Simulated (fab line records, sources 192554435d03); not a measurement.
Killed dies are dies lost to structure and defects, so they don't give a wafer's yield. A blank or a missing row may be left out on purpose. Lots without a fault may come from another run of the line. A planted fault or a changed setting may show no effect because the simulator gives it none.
Chamber matching | flow n5_finfet | N5_BEOL_M9_CMP_52 on cmp-01: 4 sister chambers
The step polishes, stops on SiCOH lowk, t overpolish 7 s, target thk 140 nm. 4 wafers are shown with their chamber, then 12 later ones without.

WAFERS WITH THEIR CHAMBER
wafer  | chamber | motor_current_A (A)
L087.5 | 3       | 6.7
L085.4 | 0       | 6.4
L089.3 | 2       | 5.2
L089.6 | 1       | 7.3

WAFERS WITHOUT THEIR CHAMBER
wafer  | motor_current_A (A)
L091.1 | 6.6
L091.2 | 6.5
L091.6 | 5.2
L092.1 | 6.6
L092.4 | 5.2
L092.6 | 5.6
L094.2 | 6.7
L094.3 | 5.4
L094.5 | 6.3
L096.4 | 5.3
L096.5 | 5.3
L096.6 | 6.7

WHICH CHAMBER EACH WENT THROUGH
wafer  | from the rows above     | in truth
L091.1 | can't be placed: 3 or 0 | 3
L091.2 | can't be placed: 0 or 3 | 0
L091.6 | 2                       | 2
L092.1 | can't be placed: 3 or 0 | 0
L092.4 | 2                       | 2
L092.6 | 2                       | 2
L094.2 | 3                       | 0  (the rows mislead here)
L094.3 | 2                       | 2
L094.5 | 0                       | 0
L096.4 | 2                       | 2
L096.5 | 2                       | 2
L096.6 | 3                       | 3
Placed correctly: 8 of 12. Can't be placed from these rows: 3 (the true chamber is among the candidates in 3). Placed wrongly: 1.
How it was worked out, from the rows above alone: a wafer's distance from a chamber is the root of the sum, over the readings, of the square of ((its reading less the chamber's mean) divided by the reading's scatter). The wafer belongs to the nearest chamber; if the next one is less than 2 further off, it can't be placed. A chamber's mean is the mean of its shown wafers. The scatter: with one shown wafer a chamber, the root of the mean of the squares of how far each hidden wafer lies from its nearest shown one.
